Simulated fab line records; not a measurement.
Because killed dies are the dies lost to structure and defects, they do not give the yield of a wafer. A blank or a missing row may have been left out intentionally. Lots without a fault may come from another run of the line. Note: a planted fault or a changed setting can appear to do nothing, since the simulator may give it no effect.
3 desks, one fault ; flow n5_finfet ; every desk sees just its own numbers, and what lay behind them comes last

## AT THE METROLOGY DESK
Lot by lot, what the gauges showed, no matter which tool ran the lot: averages of those sampled wafers that carry a number. A lot is out of limits, marked OUT, if its mean lies more than 4 standard deviations from the usual mean; the brackets give that distance. It has 11 readings; the 7 that lie furthest out on some lot are the ones shown.
Columns: A = SDB_OVL at N5_SDB_OVL_MEAS_12, usual 0.1 nm; B = DIBL_N at N5_BEOL_M4_RC_MEAS_101, usual 36.0 mV/V; C = DIBL_P at N5_BEOL_M4_RC_MEAS_101, usual 35.8 mV/V; D = IOFF_N at N5_BEOL_M4_RC_MEAS_101, usual 0.152 nA/um; E = IOFF_P at N5_BEOL_M4_RC_MEAS_101, usual 0.20 nA/um; F = SS_P at N5_BEOL_M4_RC_MEAS_101, usual 73.2 mV/dec; G = VT_P at N5_BEOL_M4_RC_MEAS_101, usual -252 mV
lot;first seen here;A;B;C;D;E;F;G
L831;day 4 02:01;-0.7;36.3;34.6;0.144;0.19;72.6;-253
L838;day 5 20:58;0.5;35.8;35.5;0.136;0.18;72.7;-254
L845;day 7 09:49;-1.0;38.6;38.2;0.192;0.23;74.3;-251
L846;day 7 19:31;-0.6;35.7;36.3;0.161;0.20;73.0;-250
L850;day 8 15:16;0.8;35.9;34.3;0.141;0.22;73.4;-247
This desk found nothing out of limits on any of the 5 lots.

## THE DEFECT DESK
Per lot, the means of the sampled wafers with a number show what the inspections along the route counted. A lot is out of limits, marked OUT, if its mean lies more than 4 standard deviations from the usual mean; the brackets give that distance.
Columns: A = raw_defect_count at N5_SDB_INSPECT_13, usual 79
lot;first seen here;A
L831;day 4 02:02;100
L838;day 5 20:59;83
L845;day 7 09:50;44
L846;day 7 19:32;74
L850;day 8 15:17;142
This desk found nothing out of limits on any of the 5 lots.

## THE TOOL OWNER'S DESK: rie_si-01
The tool's own readings at N5_SDB_CUT_ETCH_26 (etches Si in HBr/Cl2/O2, target depth 129.6 nm, bt time 20 s, time 51.8 s): means of the sampled wafers that have a number, for each lot that ran on this tool. A lot is out of limits, marked OUT, if its mean lies more than 4 standard deviations from the usual mean; the brackets give that distance.
Columns: A = HBr_flow_sccm at N5_SDB_CUT_ETCH_26, usual 150.0 sccm; B = drypump_motor_current_A at N5_SDB_CUT_ETCH_26, usual 5.7 A; C = oes_product_au at N5_SDB_CUT_ETCH_26, usual 1.001 a.u.; D = throttle_valve_pct at N5_SDB_CUT_ETCH_26, usual 37.2 %
lot;first seen here;A;B;C;D
L831;day 4 02:41;150.0;6.1;1.007;37.3
L838;day 5 21:38;150.0;6.1;1.010;37.3
This desk found nothing out of limits on any of the 2 lots.

## TAKEN TOGETHER
Nothing out of limits was seen by the metrology desk.
No out-of-limits result turned up at the defect desk.
The desk of the tool owner found nothing out of limits.

## WHAT HAD BEEN PUT IN BY THE SIMULATOR
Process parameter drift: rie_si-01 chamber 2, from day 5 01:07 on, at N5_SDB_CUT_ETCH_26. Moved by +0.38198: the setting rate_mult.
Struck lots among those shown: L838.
